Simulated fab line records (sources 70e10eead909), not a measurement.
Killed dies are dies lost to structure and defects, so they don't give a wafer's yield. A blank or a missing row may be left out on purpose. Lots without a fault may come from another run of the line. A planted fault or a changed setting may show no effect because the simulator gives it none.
Problem report in the 8D (eight disciplines) form, filled by code || flow nandHarc || the parts of the form that need people (team, actions taken, sign-off) are left out

## 1. THE ISSUE
runLengthS at NHARC_THIN_TSV_ETCH_59 reads a mean of 140.4 s on 3 wafers of 2 lots; wafers without a fault read 159.7 s with a standard deviation of 0.43. Measured from the usual mean, that is -45 standard deviations.
The step: etches the open film in Cl2/BCl3, target depth 880 nm, time 138.1 s.
Seen first at day 22 03:54 on rieMetal-03, wafer L986.6. At this step, 42 wafers from 14 lots have a number in the record. Rule for "out", or "out of limits": more than 4 standard deviations from the usual mean. The other wafers with a number count as sound.

## 2. WHAT IT IS, AND WHAT IT ISN'T
{"question": "which readings at this step", "is": "runLengthS", "is not": "drypumpMotorCurrentA, oesProductAu, throttleValvePct"}
{"question": "which lots", "is": "L984, L986", "is not": "L973, L974, L975, L978, L980, L981, L982, L983, L985, L987, L988, L996"}
{"question": "which wafers of those lots", "is": "L984.1, L984.4, L986.6", "is not": "L984.2, L986.3, L986.5"}
{"question": "read on which tools", "is": "rieMetal-03", "is not": "rieMetal-01, rieMetal-02"}
{"question": "when", "is": "from day 22 03:54", "is not": "up to then (32 sound wafers); but 7 sound wafers of L984, L987, L996 came after"}

## 3. WHAT RULES OUT EACH SUSPECT
Counting: any tool at a process step up to the reading remains a suspect provided it ran every lot that is out. Sound lots after the first of them don't rule it out here, since some wafers of a struck lot are sound.
- rieMetal-03 at NHARC_THIN_TSV_ETCH_59 (etches the open film in Cl2/BCl3, target depth 880 nm, time 138.1 s): kept. It processed each lot that is out (first: L986, day 22 03:54); up to then, its last sound lot is L985 (day 21 20:35). Its own runLengthS readings are out on those wafers.
- Within rieMetal-03 at NHARC_THIN_TSV_ETCH_59: the wafers that are out ran in chamber 0; their sound lot-mates ran in chamber 1.
The count leaves rieMetal-03 at NHARC_THIN_TSV_ETCH_59.

## 4. THE CAUSE (what the simulator had put in)
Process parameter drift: rieMetal-03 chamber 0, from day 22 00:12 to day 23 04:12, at NHARC_THIN_TSV_ETCH_59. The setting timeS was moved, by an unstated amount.
Only this tool survived the counting.

## 5. THE EFFECT CHAIN, in route order
One row per reading whose mean, taken over the struck wafers that have a number, lies over 3 standard deviations from the usual. Only readings whose record carries a usual standard deviation are examined. hours: median over the lots of the time between each lot's start at the first step of this table that gives one and its start at this step. sigmas: the change, counted in usual standard deviations.
{"hours": 0, "step": "NHARC_THIN_TSV_ETCH_59", "reading": "runLengthS", "usual": "159.7 s", "on struck wafers": 140.4, "change": -19.3, "sigmas": -45}
Process steps it contains:
- NHARC_THIN_TSV_ETCH_59: etches the open film in Cl2/BCl3, target depth 880 nm, time 138.1 s.
Readings that are blank on the struck wafers while sound wafers have them: biasW at NHARC_THIN_TSV_ETCH_59.

## 6. WHAT WOULD HAVE CAUGHT IT SOONER
In this record the first reading out of limits was taken at day 22 03:54, 4 hours after the fault began at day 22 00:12.
